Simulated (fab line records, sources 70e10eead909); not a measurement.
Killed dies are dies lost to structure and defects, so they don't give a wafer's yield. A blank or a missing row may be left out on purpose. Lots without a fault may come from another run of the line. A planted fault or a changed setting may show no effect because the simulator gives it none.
One fault seen from 3 desks | flow nand_harc | each desk has only its own numbers; what lay behind them comes last

THE DEFECT DESK
What the inspections along the route counted, lot by lot: means of the sampled wafers that have a number. A lot is out of limits, marked OUT, if its mean lies more than 4 standard deviations from the usual mean; the brackets give that distance.
Columns: A = raw_defect_count at NHARC_P_M0_INSPECT_27, usual 276; B = raw_defect_count at NHARC_P_M1_INSPECT_11, usual 4
lot  | first seen here | A               | B
L728 | day 6 20:31     | 312             | 10
L727 | day 6 21:18     | 282             | 4
L729 | day 7 13:25     | 295             | 5
L732 | day 8 19:26     | 292             | 5
L734 | day 9 14:53     | 326             | 2
L735 | day 10 11:04    | 239             | 6
L738 | day 11 09:00    | 165             | 4
L740 | day 12 06:34    | 341             | 4
L742 | day 12 18:32    | 191             | 3
L745 | day 13 23:52    | 1104 (+8.6) OUT | 773 (+99 or more) OUT
L746 | day 14 11:18    | 1196 (+9.6) OUT | 786 (+99 or more) OUT
L747 | day 15 02:05    | 201             | 2
This desk's finding: out of limits on L745, L746; first on L745, day 13 23:52 (raw_defect_count at NHARC_P_M0_INSPECT_27). In limits: L728, L727, L729, L732, L734, L735, L738, L740, L742, L747.

THE TOOL OWNER'S DESK: cmp-02
The tool's own readings at NHARC_P_M0_CMP_23 (polishes, t overpolish 20 s, target thk 117.54 nm): means of the sampled wafers that have a number, for each lot that ran on this tool. A lot is out of limits, marked OUT, if its mean lies more than 4 standard deviations from the usual mean; the brackets give that distance.
Columns: A = motor_current_A at NHARC_P_M0_CMP_23, usual 12.1 A; B = pad_life_wafers at NHARC_P_M0_CMP_23, usual 158; C = slurry_flow_ml_min at NHARC_P_M0_CMP_23, usual 150.0; D = time_to_endpoint_s at NHARC_P_M0_CMP_23, usual 29.5 s
lot  | first seen here | A    | B   | C     | D
L732 | day 8 18:59     | 13.0 | 182 | 149.9 | 30.3
L734 | day 9 14:30     | 12.7 | 243 | 149.9 | 30.2
L738 | day 11 08:34    | 12.5 | 56  | 150.2 | 28.7
L745 | day 13 23:23    | 12.2 | 289 | 149.8 | 29.6
L746 | day 14 10:53    | 12.7 | 326 | 149.9 | 33.2
This desk's finding: nothing out of limits on any of the 5 lots.

THE METROLOGY DESK
What the gauges read, lot by lot, whatever tool the lot ran on: means of the sampled wafers that have a number. A lot is out of limits, marked OUT, if its mean lies more than 4 standard deviations from the usual mean; the brackets give that distance.
Columns: A = overlay_x_nm at NHARC_P_M0_OVL_MEAS_10, usual -0.2 nm; B = overlay_y_nm at NHARC_P_M0_OVL_MEAS_10, usual -0.3 nm
lot  | first seen here | A    | B
L727 | day 6 17:40     | -0.1 | -1.0
L728 | day 6 17:56     | 0.7  | -0.9
L729 | day 7 10:44     | 0.4  | 0.4
L732 | day 8 16:52     | -0.2 | 0.2
L734 | day 9 12:19     | -0.6 | -0.9
L735 | day 10 08:23    | -0.6 | -0.4
L738 | day 11 06:22    | -0.8 | -0.1
L740 | day 12 03:58    | 0.2  | -1.4
L742 | day 12 15:57    | 1.0  | -1.1
L745 | day 13 21:16    | -1.5 | -0.8
L746 | day 14 08:41    | 1.1  | -0.3
L747 | day 14 23:32    | 1.1  | -1.5
This desk's finding: nothing out of limits on any of the 12 lots.

PUT TOGETHER
The defect desk could have raised an alarm at day 13 23:52, on L745, L746.
The tool owner's desk saw nothing out of limits.
The metrology desk saw nothing out of limits.
The tool owner's desk has L745, L746 on record, within its limits.
The metrology desk has L745, L746 on record, within its limits.
Of the lots named, all ran NHARC_P_M0_CMP_23 on cmp-02.

WHAT THE SIMULATOR HAD PUT IN
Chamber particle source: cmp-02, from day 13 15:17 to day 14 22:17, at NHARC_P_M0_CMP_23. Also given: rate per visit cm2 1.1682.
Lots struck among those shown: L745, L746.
Hours from the fault's start to each desk's first reading out of limits: the defect desk, 9.
